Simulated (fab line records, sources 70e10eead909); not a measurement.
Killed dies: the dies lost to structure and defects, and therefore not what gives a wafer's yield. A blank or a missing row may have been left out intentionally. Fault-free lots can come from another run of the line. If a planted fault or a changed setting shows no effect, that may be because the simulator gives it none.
Matching of chambers || flow nand_harc || NHARC_P_BONDPAD_STRIP_15 on rie_diel-08: 4 sister chambers
The step strips in O2. 4 wafers are shown with their chamber, then 7 later ones without.

WAFERS PAIRED WITH THEIR CHAMBERS
{"wafer": "L083.4", "chamber": 2, "drypump_motor_current_A (A)": 6.6}
{"wafer": "L085.5", "chamber": 0, "drypump_motor_current_A (A)": 5.7}
{"wafer": "L088.1", "chamber": 3, "drypump_motor_current_A (A)": 6.6}
{"wafer": "L088.3", "chamber": 1, "drypump_motor_current_A (A)": 5.9}

WAFERS WITHOUT THEIR CHAMBER
{"wafer": "L088.4", "drypump_motor_current_A (A)": 5.7}
{"wafer": "L091.3", "drypump_motor_current_A (A)": 5.7}
{"wafer": "L091.5", "drypump_motor_current_A (A)": 6.6}
{"wafer": "L091.6", "drypump_motor_current_A (A)": 5.9}
{"wafer": "L092.1", "drypump_motor_current_A (A)": 5.9}
{"wafer": "L092.5", "drypump_motor_current_A (A)": 6.5}
{"wafer": "L092.6", "drypump_motor_current_A (A)": 6.6}

CHAMBER TAKEN BY EACH
{"wafer": "L088.4", "from the rows above": 0, "in truth": 0}
{"wafer": "L091.3", "from the rows above": 0, "in truth": 0}
{"wafer": "L091.5", "from the rows above": "can't be placed: 2 or 3", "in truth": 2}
{"wafer": "L091.6", "from the rows above": 1, "in truth": 1}
{"wafer": "L092.1", "from the rows above": 1, "in truth": 1}
{"wafer": "L092.5", "from the rows above": "can't be placed: 2 or 3", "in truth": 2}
{"wafer": "L092.6", "from the rows above": "can't be placed: 2 or 3", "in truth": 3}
Correctly placed: 4 of 7. Not placeable from these rows: 3 (in 3, the candidates include the true chamber). Number placed wrongly: 0.
How it was worked out, from the rows above alone: a wafer's distance from a chamber is the root of the sum, over the readings, of the square of ((its reading less the chamber's mean) divided by the reading's scatter). If the next closest chamber is less than 2 further off than the closest, the wafer can't be placed; otherwise it belongs to the closest. The mean given for a chamber averages the wafers shown for that chamber. The scatter (one wafer shown for each chamber): square how far every hidden wafer sits from the nearest shown wafer, average those squares and take the square root.
